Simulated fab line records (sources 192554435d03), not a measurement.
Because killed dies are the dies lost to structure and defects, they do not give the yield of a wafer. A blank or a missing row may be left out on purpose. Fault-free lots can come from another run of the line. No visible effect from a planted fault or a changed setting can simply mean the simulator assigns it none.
Problem report in the 8D (eight disciplines) form, filled by code :: flow n5 finfet :: the parts of the form that need people (team, actions taken, sign-off) are left out

== 1. PROBLEM STATEMENT ==
raw defect count at N5_SD_EPI_P_INSPECT_26 reads a mean of 927 on 1 wafer of 1 lot; wafers without a fault read 180 with a standard deviation of 39. Measured from the usual mean, that is +19 standard deviations.
The step: inspects for defects (darkfield).
First seen on wafer L189.4, day 5 00:47, on defect inspect-01. The record holds 30 wafers of 10 lots with a number at this step. Rule for "out" (also "out of limits"): further than 4 standard deviations from the usual mean. The other wafers with a number count as sound.

== 2. WHAT THIS IS AND IS NOT ==
question: which readings at this step
is: raw defect count
is not: -

question: which lots
is: L189
is not: L183, L184, L185, L186, L197, L201, L202, L205, L206

question: which wafers of those lots
is: L189.4
is not: L189.1, L189.5

question: read on which gauges
is: defect inspect-01
is not: defect inspect-02

question: when
is: from day 5 00:47
is not: up to then (14 sound wafers); but 15 sound wafers of L197, L201, L202, L205, L206 came after

== 3. WHAT RULES OUT EACH SUSPECT ==
Counting: any tool at a process step up to the reading remains a suspect provided it ran every lot that is out. Sound lots after the first of them don't rule it out here, since some wafers of a struck lot are sound.
- the gauge at N5_SD_EPI_P_INSPECT_26: ruled out. All the wafers that are out were read on defect inspect-01, but those of them that N5_PASSIVATION_PROBE_49 has rows for are out there too, on other tools.
- wet bench-03 at N5_SD_EPI_P_PRECLEAN_24 (cleans in O3/DIW, time 45 s): kept. The lot that is out, L189, ran on it at day 5 00:43; the last sound lot it ran before that was L186, at day 4 02:19.
- Within wet bench-03 at N5_SD_EPI_P_PRECLEAN_24: the wafers that are out ran in chamber 3; their sound lot-mates ran in chambers 0, 1.
Left after counting: wet bench-03 at N5_SD_EPI_P_PRECLEAN_24.

== 4. THE CAUSE (what the simulator had put in) ==
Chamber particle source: wet bench-03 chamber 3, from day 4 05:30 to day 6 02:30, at N5_SD_EPI_P_PRECLEAN_24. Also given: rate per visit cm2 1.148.
Counting left only this tool.

== 5. SEQUENCE OF EFFECTS, ordered by route ==
Each row: a reading where the mean over the struck wafers with a number is more than 3 standard deviations away from the usual. Readings are gone through only where the record gives a usual standard deviation; hours: the median, over the lots, of the time from a lot's start at the first step in this table giving one to that lot's start at this step; sigmas: the change measured in usual standard deviations.
hours: 0
step: N5_SD_EPI_P_INSPECT_26
reading: raw defect count
usual: 180
on struck wafers: 927
change: +747
sigmas: +19

hours: 1
step: N5_SD_ACTIVATION_INSPECT_02
reading: raw defect count
usual: 180
on struck wafers: 919
change: +739
sigmas: +21

hours: 218
step: N5_PASSIVATION_PROBE_49
reading: defect limited yield
usual: 91.3 %
on struck wafers: 84.0
change: -7.3
sigmas: -4.3

hours: 218
step: N5_PASSIVATION_PROBE_49
reading: killed at front end
usual: 39
on struck wafers: 151
change: +112
sigmas: +8.6

hours: 218
step: N5_PASSIVATION_PROBE_49
reading: killed dies
usual: 103
on struck wafers: 189
change: +86
sigmas: +4.3

hours: 218
step: N5_PASSIVATION_PROBE_49
reading: sort_bin_5_function
usual: 5.1 %
on struck wafers: 9.8
change: +4.7
sigmas: +4.3

hours: 218
step: N5_PASSIVATION_PROBE_49
reading: sort n pass
usual: 1077
on struck wafers: 991
change: -86
sigmas: -4.3

hours: 218
step: N5_PASSIVATION_PROBE_49
reading: sort yield pct
usual: 91.3 %
on struck wafers: 84.0
change: -7.3
sigmas: -4.3
It contains these process steps:
- N5_PASSIVATION_PROBE_49
Later steps that measure or inspect, where all struck wafers having a row at the step show a number for every such reading and not one has moved that far: N5_ILD0_THK_MEAS_08, N5_BEOL_M4_RC_MEAS_101.

== 6. WHAT WOULD HAVE CAUGHT IT SOONER ==
In this record the first reading out of limits at a measuring or inspecting step was taken at day 5 00:47, 19 hours after the fault began at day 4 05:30.
Tool readings at N5_SD_EPI_P_PRECLEAN_24 with a usual standard deviation given in the record: none out on any struck wafer, hence no alarm at a limit of 4 standard deviations on them.
The start of N5_SD_EPI_P_PRECLEAN_24 on wet bench-03 came by day 5 00:47 for every one of the lots that are out (1). Holding the tool at that point would not have protected any of them.
